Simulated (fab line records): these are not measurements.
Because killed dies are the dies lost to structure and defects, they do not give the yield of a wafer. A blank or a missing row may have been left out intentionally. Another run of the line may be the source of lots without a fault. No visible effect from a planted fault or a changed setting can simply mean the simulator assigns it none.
fab line records ; flow n5Finfet
[record] lots = 11; wafers = 28; lastDay = 17
route steps=1938 shown SD_EPI_N@282 SD_EPI_P@307
lots that met no fault: taken from a fault-free run of the same line
startH: hours from the record's opening day to when the first of the lot's shown wafers began ; waitH: hours since the lot's step before ; " the same as in the row above ; L1.1+2: several wafers, shown together as one row ; - no value, or no start was given ; * or withheld: withheld ; < > ~ a bound
route shown NAME@n: names a module that has steps shown in the file, with the first one's number in the route ; usual: mean/standard deviation of fault-free wafers ; same: alike in all rows ; chamber/n: place in a boat ; sites: readings site by site ; _std_site: how widely they spread, as a standard deviation ; _edge_site: the outer-site mean with the inner-site mean subtracted ; radiusMm: for every site, how far away it sits from the centre of the wafer ; mask NAME#n: copy n ; behind: tool/chamber where the wafer was last shaped ; hold: cause of the lot's hold/its duration in hours/its outcome ; device: the transistor (n, p or np) that didn't switch ; end of line: tests of these same wafers at the route's end ; a step without rows: its recipe alone ; killed: dies that structure and defects cost at the first sort, which is not the same as the wafer's yield ; map: dies across one wafer; x = killed, . = not, _ = none there
set.NAME: the run value of the setting; set.NAME@STEP: its run value at that earlier step ; model.NAME: the simulator's own value behind a step, which no gauge read
steps of the route over a sample of lots; a table a step, a row a wafer
services: the hour from which a tool's chamber was out of use, counted from the record's first day as startH (under 0 if before that day), plus the number of hours and why
[[steps]]
[step N5_SD_EPI_N_STRIP_38]
[recipe] chemistry = N2/H2; powerW = 1000; tempC = 250; h2Frac = 0.65; overashFraction = 0.3; pressureMtorr = withheld; n2FlowSccm = 1750; h2FlowSccm = 3250
[usual] drypumpMotorCurrentA = 6.1/0.59; heaterPowerW = 381/34; n2FlowSccm = 1750/4.8; oesProductAu = 0.760/0.011
lot.wafer;tool;chamber;startH;waitH;drypumpMotorCurrentA;heaterPowerW;n2FlowSccm;oesProductAu;rfHoursCounterH
L315.4;plasmaAsher-02;0;55.61;0.1;6.7;404;1750;0.753;-
L315.5;plasmaAsher-02;1;55.61;0.1;5.9;319;1752;0.765;-
L315.6;plasmaAsher-02;0;55.61;0.1;6.7;398;1752;0.734;-
L317.3;plasmaAsher-02;1;68.51;0.1;5.9;324;1750;0.744;-
L317.6;plasmaAsher-02;1;68.51;0.1;5.9;326;1747;0.764;-
L318.2;plasmaAsher-02;1;76.04;0.1;5.9;327;1752;0.754;86
L318.3;plasmaAsher-02;1;76.04;0.1;5.9;333;1745;0.769;-
L319.1;plasmaAsher-02;0;80.62;0.1;6.7;410;1750;0.769;87
L319.2;plasmaAsher-02;1;80.62;0.1;5.9;323;1752;0.754;87
L321.1;plasmaAsher-01;1;93.62;0.1;6.4;395;1736;0.751;39
L321.3;plasmaAsher-01;0;93.62;0.1;5.1;413;1753;0.770;-
L321.6;plasmaAsher-01;0;93.62;0.1;5.1;417;1756;0.753;-
L323.4;plasmaAsher-02;1;102.85;0.1;5.9;326;1744;0.764;-
L323.5;plasmaAsher-02;1;102.85;0.1;5.9;337;1753;0.760;-
L328.1;plasmaAsher-02;1;132.49;0.1;5.9;328;1751;0.755;97
L328.5;plasmaAsher-02;1;132.49;0.1;5.9;336;1751;0.763;-
L328.6;plasmaAsher-02;0;132.49;0.1;6.7;401;1756;0.779;-
L330.1;plasmaAsher-01;1;147.25;0.1;6.3;380;1748;0.747;51
L330.3;plasmaAsher-01;0;147.25;0.1;5.1;410;1750;0.756;-
L330.5;plasmaAsher-01;0;147.25;0.1;5.1;416;1763;0.740;-
L332.1;plasmaAsher-02;1;156.93;0.1;5.8;323;1751;0.744;102
L332.2;plasmaAsher-02;0;156.93;0.1;6.7;393;1749;0.771;102
L336.4;plasmaAsher-01;0;181.48;0.1;5.1;407;1759;0.767;-
L336.5;plasmaAsher-01;1;181.48;0.1;6.3;386;1748;0.750;-
L336.6;plasmaAsher-01;0;181.48;0.1;5.1;405;1761;0.764;-
L337.2;plasmaAsher-01;1;192.26;0.1;6.3;389;1760;0.768;60
L337.4;plasmaAsher-01;0;192.26;0.1;5.1;409;1758;0.776;-
L337.6;plasmaAsher-01;0;192.26;0.1;5.0;401;1751;0.756;-
[step N5_SD_EPI_P_ETCH_36]
[recipe] chemistry = CF4; target = SiARC; targetDepthA = 455; maskMaterial = CAR-ArF-block; timeS = 75.8; ionEnergyEv = 80; pressureMtorr = 40; sourceW = 545; biasW = 36; Ar_flow_sccm = 100; cf4FlowSccm = 100; ends = cleared
[usual] drypumpMotorCurrentA = 5.6/0.52; etchRfOnTimeS = 77.3/2.6; mfcArSccm = 99.96/0.3; oesProductAu = 0.66/0.076; rfVppV = 183.9/1.4; showerheadPlenumPTorr = 2.12/0.086; throttleValvePct = 15.69/0.23
lot.wafer;tool;chamber;startH;waitH;drypumpMotorCurrentA;etchRfOnTimeS;mfcArSccm;oesProductAu;rfHoursCounterH;rfVppV;showerheadPlenumPTorr;throttleValvePct
L315.4;rieDiel-02;3;60.61;0.0;6.0;84.1;99.43;0.57;220;185.0;2.22;15.72
L315.5;rieDiel-02;3;60.61;0.0;6.0;83.3;99.72;0.57;-;185.6;2.21;15.72
L315.6;rieDiel-02;0;60.61;0.0;5.7;77.8;99.99;0.66;-;182.0;2.01;15.85
L317.3;rieDiel-03;3;72.29;0.0;6.5;77.4;99.53;0.61;200;183.1;2.04;15.67
L317.6;rieDiel-03;3;72.29;0.0;6.5;77.0;99.80;0.61;-;182.2;2.04;15.68
L318.2;rieDiel-06;0;81.38;0.0;6.3;77.2;99.89;0.62;190;183.3;2.05;16.09
L318.3;rieDiel-06;3;81.38;0.0;4.7;72.9;100.01;0.76;59;185.9;2.15;15.54
L319.1;rieDiel-03;0;84.83;0.0;5.9;77.6;100.10;0.60;185;185.1;2.23;15.63
L319.2;rieDiel-03;2;84.83;0.0;5.3;76.7;99.94;0.78;13;184.1;2.09;15.52
L321.1;rieDiel-03;1;97.46;0.0;5.0;75.4;99.74;0.83;2;185.3;2.28;15.24
L321.3;rieDiel-03;2;97.46;0.0;5.3;77.1;99.72;0.76;19;184.6;2.09;15.52
L321.6;rieDiel-03;0;97.46;0.0;5.9;76.3;99.97;0.59;-;185.5;2.23;15.65
L323.4;rieDiel-02;2;106.47;0.0;5.6;76.2;99.84;0.75;52;181.9;2.08;15.46
L323.5;rieDiel-02;2;106.47;0.0;5.6;76.6;99.94;0.74;-;183.6;2.08;15.47
L328.1;rieDiel-03;3;136.93;0.0;6.5;78.3;100.26;0.60;220;181.8;2.03;15.71
L328.5;rieDiel-03;3;136.93;0.0;6.5;78.8;100.17;0.59;-;183.5;2.03;15.71
L328.6;rieDiel-03;0;136.93;0.0;6.0;77.5;99.66;0.59;-;186.0;2.22;15.68
L330.1;rieDiel-03;3;151.58;0.0;6.5;78.6;100.01;0.59;224;181.5;2.03;15.72
L330.3;rieDiel-03;2;151.58;0.0;5.2;77.5;99.76;0.73;34;183.5;2.08;15.57
L330.5;rieDiel-03;3;151.58;0.0;6.5;78.7;100.26;0.59;-;184.7;2.03;15.73
L332.1;rieDiel-02;0;160.61;0.0;5.7;78.2;99.76;0.63;135;182.2;2.00;15.93
L332.2;rieDiel-02;1;160.61;0.0;5.5;76.7;100.38;0.59;224;182.5;2.12;16.08
L336.4;rieDiel-03;2;186.07;0.0;5.3;79.3;99.89;0.72;-;183.8;2.08;15.59
L336.5;rieDiel-03;3;186.07;0.0;6.5;78.3;100.11;0.59;-;179.7;2.03;15.75
L336.6;rieDiel-03;1;186.07;0.0;5.0;77.6;99.46;0.75;-;186.5;2.27;15.29
L337.2;rieDiel-03;3;196.29;0.0;6.5;77.2;99.47;0.59;239;183.4;2.03;15.74
L337.4;rieDiel-03;1;196.29;0.0;5.0;77.2;100.09;0.75;-;185.8;2.27;15.31
L337.6;rieDiel-03;2;196.29;0.0;5.3;77.7;99.96;0.72;-;183.4;2.08;15.60
[step N5_SD_EPI_P_ETCH_16]
[recipe] chemistry = CHF3/O2; target = SiO2; targetDepthA = 50; maskMaterial = SOC; pressureMtorr = 30; sourceW = 650; biasW = 170; Ar_flow_sccm = 200; CHF3_flow_sccm = 50; O2_flow_sccm = 5; ionEnergyEv = 200
[usual] drypumpMotorCurrentA = 5.6/0.52; mfcArSccm = 200.0/0.61; oesProductAu = 0.78/0.088; rfVppV = 514/11; showerheadPlenumPTorr = 2.39/0.1; throttleValvePct = 18.97/0.22
lot.wafer;tool;chamber;startH;waitH;drypumpMotorCurrentA;mfcArSccm;oesProductAu;rfHoursCounterH;rfVppV;showerheadPlenumPTorr;throttleValvePct
L315.4;rieDiel-02;3;61.19;0.1;6.0;199.6;0.68;221;534;2.51;19.07
L315.5;rieDiel-02;3;61.19;0.1;6.0;199.3;0.68;-;534;2.51;19.09
L315.6;rieDiel-02;0;61.19;0.1;5.7;200.2;0.77;-;524;2.25;19.17
L317.3;rieDiel-03;3;72.87;0.1;6.5;200.3;0.71;200;501;2.27;18.81
L317.6;rieDiel-03;3;72.87;0.1;6.4;201.0;0.72;-;501;2.27;18.83
L318.2;rieDiel-06;0;81.96;0.1;6.2;200.6;0.74;191;533;2.29;19.25
L318.3;rieDiel-06;3;81.96;0.1;4.7;200.2;0.89;59;516;2.42;18.78
L319.1;rieDiel-03;0;85.41;0.1;5.9;199.6;0.70;185;510;2.50;18.83
L319.2;rieDiel-03;2;85.41;0.1;5.3;199.6;0.91;14;522;2.37;18.94
L321.1;rieDiel-03;1;98.05;0.1;5.1;200.4;0.96;3;509;2.57;18.58
L321.3;rieDiel-03;2;98.05;0.1;5.2;199.4;0.90;19;524;2.37;18.97
L321.6;rieDiel-03;0;98.05;0.1;6.0;200.1;0.70;-;510;2.50;18.83
L323.4;rieDiel-02;2;107.05;0.1;5.7;200.3;0.88;52;505;2.34;18.77
L323.5;rieDiel-02;2;107.05;0.1;5.7;201.6;0.88;-;505;2.34;18.76
L328.1;rieDiel-03;3;137.51;0.1;6.4;198.8;0.69;221;502;2.27;18.85
L328.5;rieDiel-03;3;137.51;0.1;6.4;200.0;0.69;-;500;2.27;18.85
L328.6;rieDiel-03;0;137.51;0.1;5.9;199.8;0.68;-;509;2.49;18.84
L330.1;rieDiel-03;3;152.16;0.1;6.4;199.6;0.69;224;501;2.27;18.85
L330.3;rieDiel-03;2;152.16;0.1;5.3;200.2;0.87;34;523;2.36;19.00
L330.5;rieDiel-03;3;152.16;0.1;6.5;200.3;0.69;-;501;2.27;18.85
L332.1;rieDiel-02;0;161.19;0.1;5.7;199.4;0.75;136;524;2.24;19.23
L332.2;rieDiel-02;1;161.19;0.1;5.5;199.2;0.69;225;501;2.39;19.37
L336.4;rieDiel-03;2;186.65;0.0;5.3;200.0;0.84;-;522;2.36;19.01
L336.5;rieDiel-03;3;186.65;0.0;6.5;199.5;0.68;-;503;2.26;18.88
L336.6;rieDiel-03;1;186.65;0.0;5.0;198.7;0.87;-;509;2.56;18.62
L337.2;rieDiel-03;3;196.87;0.1;6.5;200.2;0.69;239;502;2.26;18.89
L337.4;rieDiel-03;1;196.87;0.1;5.0;200.0;0.87;-;509;2.55;18.63
L337.6;rieDiel-03;2;196.87;0.1;5.3;200.0;0.84;-;522;2.36;19.03
[step N5_SD_EPI_P_EPI_21]
[recipe] material = SiGe:B; dopant = B; tempC = 550; pressureTorr = 20; ambient = H2; timeS = 355
[usual] epiGrowthTimeS = 355/0
lot.wafer;tool;chamber;startH;waitH;epiGrowthTimeS
L315.4;epiRpcvd-02;0;63.00;1.1;355
L315.5;epiRpcvd-02;0;63.00;1.1;355
L315.6;epiRpcvd-02;0;63.00;1.1;355
L317.3;epiRpcvd-02;0;74.32;0.8;355
L317.6;epiRpcvd-02;0;75.40;1.8;355
L318.2;epiRpcvd-03;0;83.05;0.5;355
L318.3;epiRpcvd-03;0;83.05;0.5;355
L319.1;epiRpcvd-04;0;86.14;0.1;355
L319.2;epiRpcvd-04;0;86.14;0.1;355
L321.1;epiRpcvd-03;0;98.90;0.2;355
L321.3;epiRpcvd-03;0;98.90;0.2;355
L321.6;epiRpcvd-03;0;101.30;2.4;313.25
L323.4;epiRpcvd-03;0;108.89;1.1;355
L323.5;epiRpcvd-03;0;108.89;1.1;313.25
L328.1;epiRpcvd-03;0;138.37;0.2;355
L328.5;epiRpcvd-03;0;140.29;2.0;313.25
L328.6;epiRpcvd-03;0;140.29;2.0;313.25
L330.1;epiRpcvd-02;0;153.01;0.2;355
L330.3;epiRpcvd-02;0;153.01;0.2;355
L330.5;epiRpcvd-02;0;153.01;0.2;355
L332.1;epiRpcvd-04;0;161.93;0.1;355
L332.2;epiRpcvd-04;0;161.93;0.1;355
L336.4;epiRpcvd-02;0;189.59;2.0;355
L336.5;epiRpcvd-02;0;189.59;2.0;355
L336.6;epiRpcvd-02;0;189.59;2.0;355
L337.2;epiRpcvd-03;0;198.00;0.5;355
L337.4;epiRpcvd-03;0;198.00;0.5;355
L337.6;epiRpcvd-03;0;198.00;0.5;355
[step N5_SD_EPI_P_EPI_MEAS_23]
[recipe] mode = xrd
[usual] thkNm = 61.1/1.2
lot.wafer;tool;chamber;startH;waitH;thkNm
L315.4;filmMetro-02;-;64.12;0.8;59.6
L315.5;filmMetro-02;-;64.12;0.8;62.2
L315.6;filmMetro-02;-;64.12;0.8;61.0
L317.3;filmMetro-02;-;75.82;1.1;63.7
L317.6;filmMetro-02;-;75.82;1.1;60.9
L318.2;filmMetro-01;-;84.89;1.5;61.9
L318.3;filmMetro-01;-;84.89;1.5;61.5
L319.1;filmMetro-01;-;89.06;2.4;60.8
L319.2;filmMetro-01;-;89.06;2.4;61.4
L321.1;filmMetro-02;-;101.82;2.4;63.2
L321.3;filmMetro-02;-;101.82;2.4;61.7
L321.6;filmMetro-02;-;101.82;2.4;56.4
L323.4;filmMetro-02;-;110.02;0.8;61.0
L323.5;filmMetro-02;-;110.02;0.8;57.2
L328.1;filmMetro-02;-;141.28;2.4;59.4
L328.5;filmMetro-02;-;141.28;2.4;55.6
L328.6;filmMetro-02;-;141.28;2.4;55.4
L330.1;filmMetro-01;-;155.93;2.4;60.6
L330.3;filmMetro-01;-;155.93;2.4;61.3
L330.5;filmMetro-01;-;155.93;2.4;59.7
L332.1;filmMetro-01;-;164.14;1.9;59.3
L332.2;filmMetro-01;-;164.14;1.9;64.7
L336.4;filmMetro-02;-;191.55;1.3;59.1
L336.5;filmMetro-02;-;191.55;1.3;59.7
L336.6;filmMetro-02;-;191.55;1.3;60.8
L337.2;filmMetro-01;-;199.84;1.5;61.3
L337.4;filmMetro-01;-;199.84;1.5;60.1
L337.6;filmMetro-01;-;199.84;1.5;63.1
[[services]]
tool;chamber;startH;hours;kind
epiRpcvd-03;-;33.33;0.6;repair
rieDiel-03;-;48.55;2.8;pm
rieDiel-03;-;51.49;0.5;repair
rieDiel-03;1;68.41;-;clean
rieDiel-03;1;68.41;-;consumableReplace:focusRing
rieDiel-03;1;68.41;-;consumableReplace:showerhead
rieDiel-03;1;68.41;23.2;scheduledDown
rieDiel-03;1;68.41;23.2;ventCycle
rieDiel-06;1;70.09;4.3;repair
rieDiel-06;-;98.98;0.4;repair
rieDiel-03;0;115.96;8.9;repair
plasmaAsher-02;-;149.07;2.7;pm
rieDiel-02;3;159.07;-;clean
rieDiel-02;3;159.07;-;consumableReplace:focusRing
rieDiel-02;3;159.07;16.3;scheduledDown
rieDiel-02;3;159.07;16.3;ventCycle
rieDiel-06;0;163.38;9.6;repair
epiRpcvd-04;-;182.24;8.1;pm
[[key]]
[firstSign] step = N5_SD_EPI_P_EPI_21; reading = epiGrowthTimeS; direction = down; sigmas = 99+; usual = *; struck = *
[effect] step = N5_SD_EPI_P_EPI_MEAS_23; reading = thkNm; direction = down; sigmas = 4.1; usual = *; struck = *
metAt N5_SD_EPI_P_EPI_21
struckLots L321,L323,L328
struckWafers L321.6,L323.5,L328.5,L328.6
testerLeftOut L321,L323,L328
notActingAt N5_SD_EPI_N_STRIP_38,N5_SD_EPI_P_ETCH_36,N5_SD_EPI_P_ETCH_16
onsetBetween 83.05 98.90
[fault] kind = processParameterDrift; tool = epiRpcvd-03; chamber = -; onsetH = 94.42; steps = N5_SD_EPI_P_EPI_21; channel = epiGrowthTimeS; offset = *; shape = step; endH = 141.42; scope = struckWafersOnly; actsIn = *; stated = *
// testerLeftOut: of these lots the tester's yield and bins aren't shown, on N5 and GAA mostly nor the transistor test; their killed dies are dies lost to structure and defects alone, not to doping, threshold or leakage, so they don't give the yield
